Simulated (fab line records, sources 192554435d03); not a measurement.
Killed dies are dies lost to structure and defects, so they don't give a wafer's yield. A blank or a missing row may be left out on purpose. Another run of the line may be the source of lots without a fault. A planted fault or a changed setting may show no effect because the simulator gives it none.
Which tool was responsible? | flow n5Finfet | 9 lots, 27 wafers sampled, at 1 step of a route of 1938

== WHAT THE GAUGES SHOWED, per wafer ==
N5_BEOL_M4_RC_MEAS_101.
lot  | measured     | on        | DIBL_N (mV/V)
L384 | day 11 04:26 | prober-02 | 32.7 35.9 36.7
L389 | day 12 12:19 | prober-01 | 32.5 35.8 33.1
L390 | day 12 18:04 | prober-02 | 35.3 37.6 35.9
L383 | day 13 19:13 | prober-01 | 34.5 36.8 37.0
L399 | day 15 03:25 | prober-02 | 37.2 39.3 36.8
L400 | day 15 04:00 | prober-01 | 35.2 33.8 36.6
L401 | day 15 06:22 | prober-01 | 35.8 36.0 39.1
L402 | day 15 06:41 | prober-02 | 37.4 37.1 34.3
L404 | day 15 11:02 | prober-02 | 36.1 35.9 37.9

== EACH LOT AND THE TOOL THAT RAN IT (in order: tool; ch and the chambers of the sampled wafers; start) ==
No process step before these readings appears in the record.

== THE ANSWER, worked out from the rows above alone ==
Rule: the usual values come from the lots themselves. Put in order of their means at a reading, lots are off if they are a third of the lots or fewer, leave a main group of 4 or more, and stand apart from it by a gap of 3 or more times the standard deviation of the main group's means; of several such gaps the widest counts. The tables above print the reading to a certain number of digits; a main group whose means all agree to those digits is not used. Also off: a lot with no number at a reading for which 4 or more lots have one. Any other lot the step has rows for is counted as sound.
Across all readings shown, no lot is off: no conclusion can be drawn from this.

== WHAT THE SIMULATOR HAD INSERTED ==
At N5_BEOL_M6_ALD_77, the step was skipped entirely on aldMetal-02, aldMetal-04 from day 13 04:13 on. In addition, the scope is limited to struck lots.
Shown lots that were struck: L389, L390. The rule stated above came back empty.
